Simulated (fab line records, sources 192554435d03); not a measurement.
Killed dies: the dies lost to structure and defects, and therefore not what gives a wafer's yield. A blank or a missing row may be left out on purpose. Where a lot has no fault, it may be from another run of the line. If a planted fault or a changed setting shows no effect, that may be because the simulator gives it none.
Problem report in the 8D (eight disciplines) form, filled by code ; flow n5_finfet ; the parts of the form that need people (team, actions taken, sign-off) are left out

1. PROBLEM STATEMENT
spin_speed_rpm at N5_BEOL_M8_COAT_60 reads a mean of 1440.5 rpm on 6 wafers of 2 lots; wafers without a fault read 1499.8 rpm with a standard deviation of 0.89. Relative to the usual mean, that is a shift of -67 standard deviations.
The step: time 60 s, resist thk 35 nm.
Earliest sighting: wafer L583.1 on litho_track-04 at day 14 03:34. The record has a number at this step for 12 wafers belonging to 4 lots. Rule for "out", or "out of limits": more than 4 standard deviations from the usual mean. The rest of the wafers with a number are treated as sound.

2. WHAT IT IS, AND WHAT IT ISN'T
question;is;is not
which readings at this step;spin_speed_rpm;-
which lots;L583, L585;L578, L589
which wafers of those lots;all that have a number;-
read on which tools;litho_track-04;litho_track-01
when;from day 14 03:34;"up to then (3 sound wafers); but 3 sound wafers of L589 came after"

3. WHAT RULES OUT EACH SUSPECT
Counting: a tool at a process step up to the reading stays a suspect if it ran every lot that is out and no sound lot after the first of them.
- litho_track-04 at N5_BEOL_M8_COAT_60 (time 60 s, resist thk 35 nm): kept. All lots that are out passed through it, beginning with L583 at day 14 03:34, and no sound lot followed; its final sound lot before that point was L578 at day 12 15:16. Its own spin_speed_rpm readings are out on those wafers.
The count leaves litho_track-04 at N5_BEOL_M8_COAT_60.

4. THE CAUSE (what the simulator had put in)
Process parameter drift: litho_track-04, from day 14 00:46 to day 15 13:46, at N5_BEOL_M8_COAT_60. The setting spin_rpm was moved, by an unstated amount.
Counting left only this tool.

5. THE CHAIN OF EFFECTS, in route order
Each row: a reading whose mean over the struck wafers that have a number lies more than 3 standard deviations from the usual. Only readings whose record carries a usual standard deviation are examined. hours: median over the lots of the time between each lot's start at the first step of this table that gives one and its start at this step. sigmas: the change, counted in usual standard deviations.
hours;step;reading;usual;on struck wafers;change;sigmas
0;N5_BEOL_M8_COAT_60;spin_speed_rpm;1499.8 rpm;1440.5;-59.3;-67
It contains these process steps:
- N5_BEOL_M8_COAT_60: time 60 s, resist thk 35 nm.

6. WHAT WOULD HAVE CAUGHT IT SOONER
In this record no reading fell out of limits until day 14 03:34, 3 hours after the fault had begun at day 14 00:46.
